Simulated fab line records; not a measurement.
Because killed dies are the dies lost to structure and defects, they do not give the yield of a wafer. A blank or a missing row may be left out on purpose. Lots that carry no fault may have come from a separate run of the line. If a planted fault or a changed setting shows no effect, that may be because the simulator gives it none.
fab line records	flow n5-finfet
[record] lots = 12	wafers = 36	last-day = 19
route steps=1938 shown START@1 ZERO_LAYER@16 WELL_APT@31 PASSIVATION@1936
lots with no fault: from the same line, run without faults
start-h: start of the lot's first displayed wafer, in hours after the record's first day	wait-h: hours since the lot's step before	" the same as in the row above	L1.1+2: a single row standing in for several wafers	- either no value or no given start	* or withheld: withheld	< > ~ a bound
route shown NAME@n: a module of which the file shows steps, and the number in the route of the first	usual: mean/standard deviation of fault-free wafers	same: alike in all rows	chamber/n: place in a boat	sites: per-site readings	_std_site: the values' standard deviation	_edge_site: inner sites' mean taken away from outer sites' mean	radius-mm: how far each site lies from the wafer's centre	mask NAME#n: copy n	behind: the last tool/chamber to shape the wafer	hold: why the lot went on hold/how many hours it stayed there/how the hold came to an end	device: names the non-switching transistor (n, p or np)	end of line: the same wafers' tests at the end of the route	where a step has no rows: the recipe by itself	killed: the dies lost at the first sort to structure and to defects; this is not the yield of the wafer	map: dies across one wafer; x = killed, . = not, _ = none there
set.NAME: setting as actually run; set.NAME@STEP: the setting as run at that earlier step	model.NAME: the simulator's own value behind a step, which no gauge read
steps of the route over a sample of lots; a table a step, a row a wafer
services: a tool's chamber out of use, with start hour (start-h, from the record's first day; less than 0 if before it), hours out, and reason
[[steps]]
[step N5_START_INSPECT_01]
[recipe] inspect-instrument = unpatterned-scan	mode = incoming
[usual] raw-defect-count = 5.6/2.2
lot.wafer	tool	chamber	start-h	wait-h	raw-defect-count
L410.1	defect-inspect-01	-	48.03	-	8
L410.3	"	-	"	"	7
L410.4	"	-	"	"	9
L414.1	defect-inspect-01	-	72.03	-	5
L414.3	"	-	"	"	2
L414.5	"	-	"	"	5
L415.2	defect-inspect-01	-	78.03	-	6
L415.4	"	-	"	"	5
L415.6	"	-	"	"	5
L416.1	defect-inspect-02	-	84.03	-	6
L416.4	"	-	"	"	5
L416.5	"	-	"	"	4
L417.4	defect-inspect-02	-	90.04	-	5
L417.5	"	-	"	"	5
L417.6	"	-	"	"	6
L418.2	defect-inspect-01	-	96.03	-	8
L418.5	"	-	"	"	5
L418.6	"	-	"	"	5
L419.2	defect-inspect-01	-	102.04	-	8
L419.4	"	-	"	"	5
L419.5	"	-	"	"	7
L420.1	defect-inspect-01	-	108.03	-	5
L420.2	"	-	"	"	4
L420.5	"	-	"	"	4
L423.1	defect-inspect-02	-	126.03	-	5
L423.2	"	-	"	"	2
L423.5	"	-	"	"	3
L424.1	defect-inspect-01	-	132.03	-	4
L424.2	"	-	"	"	5
L424.5	"	-	"	"	2
L425.2	defect-inspect-01	-	138.03	-	4
L425.4	"	-	"	"	6
L425.5	"	-	"	"	3
L426.1	defect-inspect-01	-	144.03	-	3
L426.5	"	-	"	"	6
L426.6	"	-	"	"	7
[step N5_ZERO_LAYER_ETCH_18]
[recipe] chemistry = HBr/Cl2	target = Si	target-depth-a = 1200	time-s = 40	pressure-mtorr = 10	icp-w = 800	bias-w = 75	HBr_flow_sccm = 150	Cl2_flow_sccm = 80
[usual] bias-w = 75.00/0.23	drypump-motor-current-A = 5.6/0.47	oes-product-au = 0.999/0.015	throttle-valve-pct = 36.38/0.27
lot.wafer	tool	chamber	start-h	wait-h	bias-w	drypump-motor-current-A	oes-product-au	rf-hours-counter-h	throttle-valve-pct
L410.1	rie-si-01	1	48.98	0.0	75.04	5.8	1.002	191	36.07
L410.3	"	2	"	"	75.48	5.3	0.992	101	36.34
L410.4	"	3	"	"	74.84	5.3	1.006	185	36.24
L414.1	rie-si-02	3	72.79	0.0	75.02	6.0	0.981	66	36.56
L414.3	"	0	"	"	74.87	5.8	1.022	6	36.54
L414.5	"	3	"	"	74.72	6.0	0.975	-	36.56
L415.2	rie-si-01	0	79.05	0.0	74.69	5.0	0.989	2	36.20
L415.4	"	2	"	"	75.21	5.3	0.991	102	36.34
L415.6	"	0	"	"	74.69	5.0	0.993	-	36.21
L416.1	rie-si-02	2	84.79	0.0	75.29	5.6	0.989	59	36.10
L416.4	"	3	"	"	74.39	6.0	0.976	67	36.55
L416.5	"	3	"	"	74.57	6.0	0.981	-	36.55
L417.4	rie-si-05	1	90.91	0.0	74.96	5.0	1.002	8	36.39
L417.5	"	1	"	"	74.93	5.0	1.002	-	36.38
L417.6	"	2	"	"	74.88	5.4	1.010	-	36.74
L418.2	rie-si-01	0	96.79	0.0	74.87	5.0	0.998	2	36.19
L418.5	"	2	"	"	74.57	5.3	0.981	-	36.33
L418.6	"	3	"	"	74.98	5.3	1.000	-	36.25
L419.2	rie-si-02	0	102.92	0.0	75.00	5.8	1.026	7	36.53
L419.4	"	3	"	"	74.92	6.0	0.980	67	36.55
L419.5	"	0	"	"	74.99	5.8	1.030	-	36.54
L420.1	rie-si-01	3	109.32	0.0	75.10	5.3	1.006	187	36.26
L420.2	"	0	"	"	74.95	5.0	0.999	2	36.19
L420.5	"	2	"	"	75.03	5.3	0.990	-	36.33
L423.1	rie-si-05	1	126.87	0.1	74.92	5.0	1.010	9	36.40
L423.2	"	0	"	"	74.81	6.7	0.997	33	36.13
L423.5	"	1	"	"	74.87	5.0	1.011	-	36.38
L424.1	rie-si-02	0	133.51	0.1	74.90	5.8	1.025	7	36.54
L424.2	"	3	"	"	74.96	6.0	0.971	67	36.55
L424.5	"	0	"	"	75.09	5.8	1.025	-	36.54
L425.2	rie-si-02	0	138.91	0.0	74.47	5.8	1.020	7	36.53
L425.4	"	2	"	"	75.03	5.6	0.987	60	36.09
L425.5	"	0	"	"	75.21	5.8	1.029	-	36.52
L426.1	rie-si-02	2	144.93	0.0	75.19	5.6	0.996	60	36.07
L426.5	"	1	"	"	75.48	5.2	1.006	-	36.16
L426.6	"	2	"	"	74.76	5.6	0.993	-	36.10
[step N5_WELL_APT_DESCUM_13]
[recipe] chemistry = O2	time-s = 7.9	source-power-w = 50	bias-power-w = 20	pressure-mtorr = 20	rf-frequency-hz = 2.712e+07	temp-c = 40	o2-flow-sccm = 225
[usual] drypump-motor-current-A = 5.7/0.48	oes-product-au = 0.79/0.081	rf-vpp-V = 243.1/1.3	showerhead-plenum-p-Torr = 2.10/0.071	throttle-valve-pct = 20.47/0.2
lot.wafer	tool	chamber	start-h	wait-h	drypump-motor-current-A	oes-product-au	rf-hours-counter-h	rf-vpp-V	showerhead-plenum-p-Torr	throttle-valve-pct
L410.1	rie-diel-03	0	49.84	0.0	4.8	0.79	123	241.5	2.03	20.64
L410.3	"	3	"	"	5.9	0.77	131	244.8	2.10	20.67
L410.4	"	2	"	"	5.5	0.76	-	242.1	2.11	20.56
L414.1	rie-diel-04	2	73.71	0.1	5.4	0.98	1	241.6	2.04	20.28
L414.3	"	3	"	"	5.9	0.73	162	245.0	2.17	20.24
L414.5	"	3	"	"	5.9	0.74	-	244.1	2.17	20.24
L415.2	rie-diel-03	2	79.92	0.0	5.5	0.74	144	243.4	2.11	20.59
L415.4	"	3	"	"	6.0	0.77	143	242.3	2.10	20.68
L415.6	"	1	"	"	6.4	0.83	-	245.6	2.21	20.46
L416.1	rie-diel-04	3	85.66	0.0	5.9	0.74	166	244.2	2.17	20.24
L416.4	"	2	"	"	5.4	0.95	-	241.4	2.04	20.28
L416.5	"	1	"	"	5.2	0.70	-	241.7	1.98	20.47
L417.4	rie-diel-03	1	91.93	0.1	6.4	0.82	-	245.6	2.21	20.45
L417.5	"	3	"	"	5.9	0.77	-	243.5	2.10	20.70
L417.6	"	2	"	"	5.5	0.74	-	242.2	2.11	20.58
L418.2	rie-diel-04	3	98.16	0.6	5.9	0.72	171	243.9	2.17	20.26
L418.5	"	1	"	"	5.3	0.70	-	241.7	1.98	20.44
L418.6	"	0	"	"	6.0	0.98	-	244.2	2.13	20.43
L419.2	rie-diel-04	1	103.90	0.0	5.3	0.69	225	241.1	1.98	20.47
L419.4	"	0	"	"	6.0	0.98	5	243.4	2.13	20.43
L419.5	"	1	"	"	5.3	0.70	-	242.7	1.98	20.46
L420.1	rie-diel-03	1	110.26	0.1	6.4	0.81	77	244.7	2.21	20.48
L420.2	"	2	"	"	5.5	0.73	157	242.7	2.10	20.60
L420.5	"	3	"	"	6.0	0.76	-	243.1	2.10	20.69
L423.1	rie-diel-01	1	127.75	0.0	6.3	0.80	90	244.4	2.22	20.48
L423.2	"	0	"	"	5.8	0.72	198	241.5	2.08	20.30
L423.5	"	3	"	"	5.8	0.88	-	243.4	2.13	19.92
L424.1	rie-diel-03	2	134.38	0.0	5.5	0.72	169	242.9	2.10	20.61
L424.2	"	0	"	"	4.7	0.77	152	241.3	2.02	20.67
L424.5	"	0	"	"	4.7	0.77	-	241.4	2.02	20.69
L425.2	rie-diel-03	1	139.77	0.0	6.3	0.81	91	244.0	2.20	20.51
L425.4	"	0	"	"	4.8	0.77	153	241.9	2.02	20.67
L425.5	"	3	"	"	6.0	0.76	-	244.4	2.10	20.70
L426.1	rie-diel-03	3	145.92	0.1	6.0	0.76	154	243.0	2.10	20.68
L426.5	"	0	"	"	4.7	0.76	-	241.6	2.02	20.68
L426.6	"	1	"	"	6.3	0.79	-	243.8	2.20	20.50
[step N5_WELL_APT_IMPLANT_14]
[recipe] species = P	energy-kev = 160	dose-cm2 = 1.5e+13	tilt-deg = 0	rotation-deg = 0
[usual] beam-energy-keV = 160.01/0.049	beam-on-s = 10.02/0.21
lot.wafer	tool	chamber	start-h	wait-h	beam-energy-keV	beam-on-s
L410.1	implanter-02	0	49.94	0.1	160.06	9.96
L410.3	"	0	"	"	160.04	9.98
L410.4	"	0	"	"	159.98	9.81
L414.1	implanter-02	-	73.81	0.1	-	-
L414.3	"	-	"	"	-	-
L414.5	"	-	"	"	-	-
L415.2	implanter-01	-	80.05	0.1	-	-
L415.4	"	-	"	"	-	-
L415.6	"	-	"	"	-	-
L416.1	implanter-02	0	85.76	0.1	160.01	10.35
L416.4	"	0	"	"	159.97	10.19
L416.5	"	0	"	"	160.01	10.07
L417.4	implanter-01	0	92.08	0.1	160.00	10.04
L417.5	"	0	"	"	160.01	9.93
L417.6	"	0	"	"	159.97	10.07
L418.2	implanter-02	0	98.29	0.1	159.97	10.36
L418.5	"	0	"	"	160.03	10.39
L418.6	"	0	"	"	160.06	9.76
L419.2	implanter-01	0	104.03	0.1	160.02	9.89
L419.4	"	0	"	"	160.00	10.10
L419.5	"	0	"	"	160.01	9.93
L420.1	implanter-02	0	110.36	0.1	160.02	10.02
L420.2	"	0	"	"	159.92	9.97
L420.5	"	0	"	"	159.98	10.08
L423.1	implanter-01	0	127.85	0.1	160.09	9.43
L423.2	"	0	"	"	160.01	9.66
L423.5	"	0	"	"	159.99	9.85
L424.1	implanter-02	0	134.48	0.1	159.97	9.73
L424.2	"	0	"	"	159.97	9.90
L424.5	"	0	"	"	160.05	10.36
L425.2	implanter-01	0	139.90	0.1	159.99	10.29
L425.4	"	0	"	"	159.98	9.97
L425.5	"	0	"	"	159.97	9.82
L426.1	implanter-02	0	146.02	0.1	160.02	10.12
L426.5	"	0	"	"	159.97	10.31
L426.6	"	0	"	"	160.09	9.98
[step N5_PASSIVATION_PROBE_49]
[usual] killed_at_M0_to_M3 = 34/9.1	killed_at_M4_up = 14/5.8	killed-at-contacts = 13/6	killed-at-front-end = 38/10	killed-at-other = 3.2/2.7	killed-dies = 102/14	killed-open = 68/11	killed-short = 32/7.2
[same] gross-dies = 1180	killed-at-back-side = 0
lot.wafer	tool	chamber	start-h	wait-h	killed_at_M0_to_M3	killed_at_M4_up	killed-at-contacts	killed-at-front-end	killed-at-other	killed-dies	killed-open	killed-short
L410.1	prober-02	-	370.02	0.0	31	11	6	35	1	84	61	21
L410.3	prober-02	-	370.12	0.1	43	10	21	31	0	105	63	42
L410.4	prober-02	-	370.17	0.2	34	10	4	34	0	82	61	20
L414.1	prober-01	-	411.02	0.0	34	6	5	53	2	100	60	36
L414.3	prober-01	-	411.12	0.1	54	15	7	26	1	103	68	34
L414.5	prober-01	-	411.22	0.2	54	7	8	41	0	110	72	36
L423.1	prober-01	-	417.59	0.0	30	14	7	22	3	76	52	24
L423.2	prober-01	-	417.64	0.1	26	17	6	24	2	75	49	24
L423.5	prober-01	-	417.79	0.2	33	14	18	20	3	88	62	26
L415.2	prober-01	-	419.48	0.1	30	16	14	24	4	88	65	22
L415.4	prober-01	-	419.58	0.2	36	14	3	26	3	82	50	30
L415.6	prober-01	-	419.68	0.3	32	13	4	25	6	80	58	22
L416.1	prober-02	-	424.21	0.0	36	15	13	44	3	111	81	29
L416.4	prober-02	-	424.36	0.2	54	6	4	47	2	113	67	42
L416.5	prober-02	-	424.41	0.2	34	6	8	54	6	108	76	31
L419.2	prober-01	-	425.02	0.1	23	16	6	47	8	100	58	39
L419.4	prober-01	-	425.12	0.2	15	16	3	44	12	90	47	42
L419.5	prober-01	-	425.17	0.2	29	17	12	37	4	99	63	32
L417.4	prober-02	-	426.35	0.2	30	18	15	36	4	103	73	30
L417.5	prober-02	-	426.40	0.2	33	22	10	44	2	111	67	39
L417.6	prober-02	-	426.45	0.3	45	11	20	37	1	114	73	40
L418.2	prober-02	-	434.19	0.1	22	13	9	37	6	87	59	28
L418.5	prober-02	-	434.34	0.2	31	13	9	56	5	114	74	40
L418.6	prober-02	-	434.39	0.3	33	14	14	37	6	104	71	32
L420.1	prober-01	-	442.21	0.3	50	4	5	39	1	99	61	38
L420.2	prober-01	-	442.26	0.4	26	5	12	21	4	68	46	22
L420.5	prober-01	-	442.41	0.5	35	13	16	45	0	109	71	37
L424.1	prober-02	-	450.42	0.0	30	12	15	37	7	101	58	43
L424.2	prober-02	-	450.47	0.1	47	13	15	27	5	107	76	29
L424.5	prober-02	-	450.62	0.2	44	9	10	34	2	99	63	36
L425.2	prober-01	-	455.96	0.1	22	10	13	42	2	89	60	25
L425.4	prober-01	-	456.06	0.2	36	6	4	45	2	93	56	31
L425.5	prober-01	-	456.11	0.2	42	15	27	35	3	122	84	37
L426.1	prober-01	-	465.65	0.0	50	24	13	31	1	119	85	34
L426.5	prober-01	-	465.85	0.2	42	14	15	25	0	96	66	29
L426.6	prober-01	-	465.90	0.3	34	22	18	42	6	122	87	33
// killed by level:class
L410.1 BEOL_M3:geometric-particle:open=18 GATE_CUT:geometric-particle:short=7 BEOL_M4:geometric-particle:open=6 DUMMY_GATE:geometric-particle:open=5 MOL_CONTACT_COAG:geometric-particle:open=5 FIN_SAQP:geometric-particle:open=4 STI_FIN_REVEAL:geometric-particle:open=4 BEOL_M0_SAQP:geometric-particle:open=4
L410.3 MOL_CONTACT_COAG:geometric-particle:open=15 BEOL_M3:geometric-particle:open=15 FIN_SAQP:geometric-particle:open=9 BEOL_M0_SAQP:geometric-particle:short=8 BEOL_M2:geometric-particle:short=6 MOL_CONTACT_COAG:geometric-particle:short=6 FIN_SAQP:geometric-particle:short=5 BEOL_M0_SAQP:geometric-particle:open=5
L410.4 BEOL_M3:geometric-particle:open=11 BEOL_M0_SAQP:geometric-particle:open=10 FIN_SAQP:geometric-particle:open=9 BEOL_M0_SAQP:geometric-particle:short=6 BEOL_M4:geometric-particle:open=5 STARTING-WAFER:geometric-particle:short=5 MOL_CONTACT_COAG:geometric-particle:open=4 FIN_CUT:geometric-particle:open=3
L414.1 FIN_SAQP:geometric-particle:open=21 BEOL_M2:geometric-particle:open=11 FIN_SAQP:geometric-particle:short=8 BEOL_M0_SAQP:geometric-particle:short=7 DUMMY_GATE:geometric-particle:open=5 GATE_CUT:geometric-particle:open=5 MOL_CONTACT_COAG:geometric-particle:open=5 GATE_CUT:geometric-particle:short=4
L414.3 BEOL_M0_SAQP:geometric-particle:short=14 BEOL_M3:geometric-particle:open=12 BEOL_M0_SAQP:geometric-particle:open=12 FIN_SAQP:geometric-particle:open=8 BEOL_M1:geometric-particle:open=7 MOL_CONTACT_COAG:geometric-particle:open=6 BEOL_M4:geometric-particle:open=6 FIN_SAQP:geometric-particle:short=4
L414.5 BEOL_M0_SAQP:geometric-particle:open=19 BEOL_M2:geometric-particle:open=12 BEOL_M0_SAQP:geometric-particle:short=11 FIN_SAQP:geometric-particle:short=7 STI_FIN_REVEAL:geometric-particle:open=7 MOL_CONTACT_COAG:geometric-particle:open=7 STARTING-WAFER:geometric-particle:short=6 FIN_SAQP:geometric-particle:open=5
L423.1 BEOL_M3:geometric-particle:open=9 BEOL_M0_SAQP:geometric-particle:open=7 BEOL_M4:geometric-particle:open=7 MOL_CONTACT_COAG:geometric-particle:open=6 BEOL_M0_SAQP:geometric-particle:short=5 STARTING-WAFER:geometric-particle:open=4 STI_FIN_REVEAL:geometric-particle:open=3 BEOL_M2:geometric-particle:open=3
L423.2 BEOL_M4:geometric-particle:open=9 BEOL_M0_SAQP:geometric-particle:open=7 FIN_SAQP:geometric-particle:short=5 MOL_CONTACT_COAG:geometric-particle:open=5 BEOL_M0_SAQP:geometric-particle:short=5 GATE_CUT:geometric-particle:short=4 BEOL_M3:geometric-particle:open=4 STI_FIN_REVEAL:geometric-particle:open=3
L423.5 MOL_CONTACT_COAG:geometric-particle:open=15 BEOL_M3:geometric-particle:open=11 BEOL_M0_SAQP:geometric-particle:open=8 BEOL_M4:geometric-particle:open=8 FIN_SAQP:geometric-particle:short=4 STI_FIN_REVEAL:geometric-particle:open=4 BEOL_M0_SAQP:geometric-particle:short=4 MOL_CONTACT_COAG:geometric-particle:short=3
L415.2 MOL_CONTACT_COAG:geometric-particle:open=12 BEOL_M4:geometric-particle:open=10 BEOL_M0_SAQP:geometric-particle:open=9 STI_FIN_REVEAL:geometric-particle:open=7 BEOL_M0_SAQP:geometric-particle:short=5 FIN_SAQP:geometric-particle:short=4 BEOL_M2:geometric-particle:open=4 BEOL_M0:geometric-particle:open=4
L415.4 BEOL_M2:geometric-particle:open=8 GATE_CUT:geometric-particle:short=7 BEOL_M2:geometric-particle:short=7 FIN_SAQP:geometric-particle:open=4 BEOL_M1:geometric-particle:open=4 BEOL_M5:geometric-particle:open=4 STI_FIN_REVEAL:geometric-particle:open=3 BEOL_M0_SAQP:geometric-particle:open=3
L415.6 BEOL_M4:geometric-particle:open=8 BEOL_M3:geometric-particle:open=7 FIN_SAQP:geometric-particle:open=6 STI_FIN_REVEAL:geometric-particle:open=6 DUMMY_GATE:geometric-particle:open=5 BEOL_M1:geometric-particle:open=5 MOL_CONTACT_COAG:geometric-particle:open=4 BEOL_M0_SAQP:geometric-particle:short=4
L416.1 STI_FIN_REVEAL:geometric-particle:open=19 MOL_CONTACT_COAG:geometric-particle:open=13 BEOL_M0_SAQP:geometric-particle:open=9 BEOL_M0_SAQP:geometric-particle:short=8 BEOL_M3:geometric-particle:open=8 DUMMY_GATE:geometric-particle:open=6 FIN_SAQP:geometric-particle:open=4 FIN_SAQP:geometric-particle:short=4
L416.4 BEOL_M0_SAQP:geometric-particle:short=14 BEOL_M1:geometric-particle:open=13 BEOL_M0_SAQP:geometric-particle:open=10 FIN_SAQP:geometric-particle:open=9 STI_FIN_REVEAL:geometric-particle:open=6 STARTING-WAFER:geometric-particle:open=6 STI_FIN_REVEAL:geometric-particle:short=4 BEOL_M3:geometric-particle:open=4
L416.5 STI_FIN_REVEAL:geometric-particle:open=13 FIN_SAQP:geometric-particle:open=9 BEOL_M0_SAQP:geometric-particle:open=9 DUMMY_GATE:geometric-particle:open=8 MOL_CONTACT_COAG:geometric-particle:open=8 FIN_SAQP:geometric-particle:short=6 BEOL_M1:geometric-particle:open=6 BEOL_M0_SAQP:geometric-particle:short=5
L419.2 FIN_SAQP:geometric-particle:open=9 GATE_CUT:geometric-particle:short=7 BEOL_M0_SAQP:geometric-particle:short=7 BEOL_M0_SAQP:geometric-particle:open=6 GATE_CUT:geometric-particle:open=5 MOL_CONTACT_COAG:geometric-particle:open=5 STARTING-WAFER:geometric-particle:open=5 FIN_SAQP:geometric-particle:short=4
L419.4 FIN_SAQP:geometric-particle:short=12 FIN_SAQP:geometric-particle:open=8 BEOL_M0_SAQP:geometric-particle:short=8 STI_FIN_REVEAL:geometric-particle:open=7 BEOL_M4:geometric-particle:open=6 PASS1_CAP:geometric-particle:short=5 STI_FIN_REVEAL:geometric-particle:short=4 SDB:geometric-particle:open=3
L419.5 BEOL_M1:geometric-particle:open=10 FIN_SAQP:geometric-particle:open=9 FIN_SAQP:geometric-particle:short=8 MOL_CONTACT_COAG:geometric-particle:open=8 BEOL_M0_SAQP:geometric-particle:short=7 BEOL_M5:geometric-particle:open=5 GATE_CUT:geometric-particle:open=4 BEOL_M0_SAQP:geometric-particle:open=4
L417.4 STI_FIN_REVEAL:geometric-particle:open=12 BEOL_M4:geometric-particle:open=12 MOL_CONTACT_COAG:geometric-particle:open=11 BEOL_M2:geometric-particle:open=7 FIN_SAQP:geometric-particle:open=4 BEOL_M0_SAQP:geometric-particle:short=4 ILD0:geometric-particle:open=4 GATE_CUT:geometric-particle:short=4
L417.5 BEOL_M4:geometric-particle:open=10 MOL_CONTACT_COAG:geometric-particle:open=8 STI_FIN_REVEAL:geometric-particle:open=7 BEOL_M0_SAQP:geometric-particle:short=7 BEOL_M2:geometric-particle:open=7 FIN_SAQP:geometric-particle:short=5 HKMG_FIN:area-etch=5 SPACER0:geometric-particle:open=4
L417.6 MOL_CONTACT_COAG:geometric-particle:open=18 BEOL_M2:geometric-particle:open=15 BEOL_M0_SAQP:geometric-particle:short=13 BEOL_M0_SAQP:geometric-particle:open=10 STI_FIN_REVEAL:geometric-particle:open=6 DUMMY_GATE:geometric-particle:open=5 GATE_CUT:geometric-particle:short=5 BEOL_M4:geometric-particle:open=5
L418.2 MOL_CONTACT_COAG:geometric-particle:open=9 FIN_SAQP:geometric-particle:short=8 STI_FIN_REVEAL:geometric-particle:open=6 BEOL_M1:geometric-particle:open=6 FIN_SAQP:geometric-particle:open=4 BEOL_M0_SAQP:geometric-particle:open=4 BEOL_M2:geometric-particle:open=4 BEOL_M4:geometric-particle:open=4
L418.5 FIN_SAQP:geometric-particle:open=16 FIN_SAQP:geometric-particle:short=10 BEOL_M2:geometric-particle:open=8 BEOL_M0_SAQP:geometric-particle:short=7 MOL_CONTACT_COAG:geometric-particle:open=6 BEOL_M0_SAQP:geometric-particle:open=6 GATE_CUT:geometric-particle:short=5 BEOL_M3:geometric-particle:open=5
L418.6 MOL_CONTACT_COAG:geometric-particle:open=11 FIN_SAQP:geometric-particle:open=10 FIN_SAQP:geometric-particle:short=9 BEOL_M0_SAQP:geometric-particle:open=8 BEOL_M1:geometric-particle:open=8 BEOL_M4:geometric-particle:open=8 BEOL_M0_SAQP:geometric-particle:short=6 BEOL_M3:geometric-particle:open=5
L420.1 BEOL_M0_SAQP:geometric-particle:open=14 FIN_SAQP:geometric-particle:open=13 BEOL_M2:geometric-particle:open=10 BEOL_M0_SAQP:geometric-particle:short=10 FIN_SAQP:geometric-particle:short=9 BEOL_M1:geometric-particle:open=9 GATE_CUT:geometric-particle:short=6 GATE_CUT:geometric-particle:open=4
L420.2 MOL_CONTACT_COAG:geometric-particle:open=9 BEOL_M2:geometric-particle:open=7 FIN_SAQP:geometric-particle:short=6 BEOL_M1:geometric-particle:open=5 BEOL_M3:geometric-particle:open=4 MOL_CONTACT_COAG:geometric-particle:short=3 STI_FIN_REVEAL:geometric-particle:open=3 ILD0:geometric-particle:open=3
L420.5 FIN_SAQP:geometric-particle:short=15 MOL_CONTACT_COAG:geometric-particle:open=13 BEOL_M2:geometric-particle:open=7 FIN_SAQP:geometric-particle:open=6 GATE_CUT:geometric-particle:open=6 BEOL_M0:geometric-particle:open=6 BEOL_M1:geometric-particle:open=6 BEOL_M1:geometric-particle:short=6
L424.1 FIN_SAQP:geometric-particle:open=12 MOL_CONTACT_COAG:geometric-particle:open=11 FIN_SAQP:geometric-particle:short=10 BEOL_M0_SAQP:geometric-particle:open=8 BEOL_M0_SAQP:geometric-particle:short=6 BEOL_M4:geometric-particle:open=6 GATE_CUT:geometric-particle:short=5 BEOL_M0:geometric-particle:open=5
L424.2 BEOL_M1:geometric-particle:open=14 MOL_CONTACT_COAG:geometric-particle:open=13 BEOL_M0_SAQP:geometric-particle:short=9 BEOL_M2:geometric-particle:open=9 BEOL_M4:geometric-particle:open=7 BEOL_M0_SAQP:geometric-particle:open=6 FIN_SAQP:geometric-particle:open=5 STI_FIN_REVEAL:geometric-particle:open=4
L424.5 FIN_SAQP:geometric-particle:open=14 BEOL_M0_SAQP:geometric-particle:short=10 BEOL_M0_SAQP:geometric-particle:open=9 BEOL_M2:geometric-particle:open=7 FIN_SAQP:geometric-particle:short=6 DUMMY_GATE:geometric-particle:open=6 MOL_CONTACT_COAG:geometric-particle:open=5 MOL_CONTACT_COAG:geometric-particle:short=5
L425.2 MOL_CONTACT_COAG:geometric-particle:open=12 FIN_SAQP:geometric-particle:open=9 STI_FIN_REVEAL:geometric-particle:open=7 ILD0:geometric-particle:short=6 BEOL_M3:geometric-particle:open=6 FIN_SAQP:geometric-particle:short=3 ILD0:geometric-particle:open=3 GATE_CUT:geometric-particle:short=3
L425.4 FIN_SAQP:geometric-particle:open=9 BEOL_M3:geometric-particle:open=8 BEOL_M2:geometric-particle:open=8 FIN_SAQP:geometric-particle:short=7 STI_FIN_REVEAL:geometric-particle:open=6 BEOL_M0_SAQP:geometric-particle:open=6 BEOL_M0_SAQP:geometric-particle:short=5 MOL_CONTACT_COAG:geometric-particle:open=4
L425.5 MOL_CONTACT_COAG:geometric-particle:open=22 BEOL_M0_SAQP:geometric-particle:open=11 BEOL_M0_SAQP:geometric-particle:short=10 BEOL_M4:geometric-particle:open=9 STI_FIN_REVEAL:geometric-particle:open=8 BEOL_M3:geometric-particle:open=8 GATE_CUT:geometric-particle:short=7 FIN_SAQP:geometric-particle:open=5
L426.1 BEOL_M0_SAQP:geometric-particle:short=16 BEOL_M4:geometric-particle:open=16 BEOL_M0_SAQP:geometric-particle:open=15 STI_FIN_REVEAL:geometric-particle:open=11 MOL_CONTACT_COAG:geometric-particle:open=10 BEOL_M2:geometric-particle:open=7 GATE_CUT:geometric-particle:short=6 BEOL_M1:geometric-particle:open=6
L426.5 BEOL_M0_SAQP:geometric-particle:open=19 MOL_CONTACT_COAG:geometric-particle:open=12 STI_FIN_REVEAL:geometric-particle:open=10 BEOL_M0_SAQP:geometric-particle:short=9 BEOL_M4:geometric-particle:open=9 BEOL_M2:geometric-particle:open=5 BEOL_M1:geometric-particle:open=4 STARTING-WAFER:geometric-particle:short=4
L426.6 STI_FIN_REVEAL:geometric-particle:open=20 BEOL_M4:geometric-particle:open=17 MOL_CONTACT_COAG:geometric-particle:open=14 BEOL_M1:geometric-particle:open=9 GATE_CUT:geometric-particle:short=5 BEOL_M2:geometric-particle:open=5 MOL_CONTACT_COAG:geometric-particle:short=4 BEOL_M0_SAQP:geometric-particle:short=4
[[services]]
tool	chamber	start-h	hours	kind
implanter-01	-	25.58	2.6	repair
rie-si-05	1	26.12	5.9	repair
rie-diel-04	1	34.35	2.1	repair
rie-si-01	-	38.57	0.6	repair
rie-diel-03	2	40.83	7.1	repair
rie-diel-03	1	48.73	6.0	repair
rie-diel-04	2	49.70	-	clean
rie-diel-04	2	49.70	-	consumable-replace:focus-ring
rie-diel-04	2	49.70	20.9	scheduled-down
rie-diel-04	2	49.70	20.9	vent-cycle
rie-si-02	-	64.86	0.3	repair
rie-diel-04	0	70.84	-	clean
rie-diel-04	0	70.84	-	consumable-replace:focus-ring
implanter-01	-	77.19	2.0	repair
rie-diel-03	0	85.68	15.6	repair
rie-si-02	3	86.79	4.0	repair
rie-diel-01	0	88.17	11.6	repair
rie-diel-03	3	96.04	9.9	repair
rie-diel-04	-	116.94	4.0	pm
rie-diel-04	-	124.23	0.4	repair
rie-si-01	1	131.48	6.8	repair
rie-diel-01	-	135.86	0.6	repair
rie-si-05	2	141.27	7.7	repair
rie-diel-04	-	145.91	2.8	pm
[[key]]
[first-sign] step = N5_WELL_APT_IMPLANT_14	reading = tool-record	direction = missing
effect none on later readings
met-at N5_WELL_APT_IMPLANT_14
struck-lots L414,L415
tester-left-out L414,L415
not-acting-at N5_START_INSPECT_01,N5_ZERO_LAYER_ETCH_18,N5_WELL_APT_DESCUM_13
onset-between 49.94 73.81
[fault] kind = skipped-step-whole	tool = implanter-01,implanter-02	chamber = -	onset-h = 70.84	steps = N5_WELL_APT_IMPLANT_14	scope = struck-lots-only
// tester-left-out: of these lots the tester's yield and bins aren't shown, on N5 and GAA mostly nor the transistor test; their killed dies are dies lost to structure and defects alone, not to doping, threshold or leakage, so they don't give the yield
